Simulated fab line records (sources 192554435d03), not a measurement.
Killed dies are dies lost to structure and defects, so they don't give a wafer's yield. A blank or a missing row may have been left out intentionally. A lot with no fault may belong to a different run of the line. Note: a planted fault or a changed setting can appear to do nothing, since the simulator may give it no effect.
Matching of chambers -- flow n5_finfet -- uv_cure-01 running N5_BEOL_M11_CURE_72: 3 sister chambers
The step cures SiCOH lowk, time 120 s. 22 wafers are shown with their chamber, then 10 later ones without.

## WAFERS WITH THEIR CHAMBER
wafer,chamber,wafer_temp_C_max,lamp_power_pct (%)
L076.1,1,371.8,52.28
L076.2,1,371.3,52.35
L076.5,1,371.9,52.26
L077.1,1,371.6,52.39
L077.2,1,371.6,52.40
L077.3,1,371.4,52.26
L081.1,0,372.8,52.27
L081.6,0,371.7,52.37
L083.1,2,372.2,52.36
L083.2,2,371.6,52.29
L083.6,2,372.1,52.26
L085.1,2,372.2,52.36
L085.2,2,371.9,52.37
L085.3,2,371.6,52.23
L091.2,1,371.7,52.29
L091.3,1,371.6,52.33
L091.6,1,372.0,52.32
L089.1,1,372.3,52.25
L089.2,1,371.7,52.30
L089.6,1,372.3,52.25
L093.1,2,372.0,52.36
L093.2,2,372.2,52.28

SIGNATURES (averages over the wafers above)
reading,chamber 0,chamber 1,chamber 2,scatter within a chamber
wafer_temp_C_max,372.250,371.767,371.975,0.336
lamp_power_pct,52.3200,52.3067,52.3137,0.0544
Rule: for each reading, subtract the chamber's mean from the wafer's reading, divide by that reading's scatter and square the result; add these up over the readings and take the root, which gives the wafer's distance from the chamber. The wafer belongs to the nearest chamber; if the next one is less than 2 further off, it can't be placed. How the scatter is found: for the shown wafers, subtract from each reading the mean of its chamber, square and add these, divide the total by (wafers less chambers), then take the root.

## WAFERS WHOSE CHAMBER IS MISSING
wafer,wafer_temp_C_max,lamp_power_pct (%)
L093.5,372.3,52.39
L095.1,371.7,52.29
L095.3,371.4,52.39
L095.6,371.5,52.25
L097.1,371.8,52.24
L097.4,372.6,52.33
L097.6,373.2,52.30
L096.2,372.0,52.30
L096.5,371.4,52.29
L096.6,371.6,52.37

## EACH ONE'S CHAMBER
wafer,from the rows above,in truth
L093.5,can't be placed: 0 or 2 or 1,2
L095.1,can't be placed: 1 or 2 or 0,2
L095.3,can't be placed: 1 or 2 or 0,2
L095.6,can't be placed: 1 or 2 or 0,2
L097.1,can't be placed: 1 or 2 or 0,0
L097.4,can't be placed: 0 or 2 or 1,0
L097.6,can't be placed: 0 or 2 or 1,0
L096.2,can't be placed: 2 or 1 or 0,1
L096.5,can't be placed: 1 or 2 or 0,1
L096.6,can't be placed: 1 or 2 or 0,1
Correctly placed: 0 of 10. Can't be placed from these rows: 10 (the true chamber is among the candidates in 10). Wrongly placed: 0.
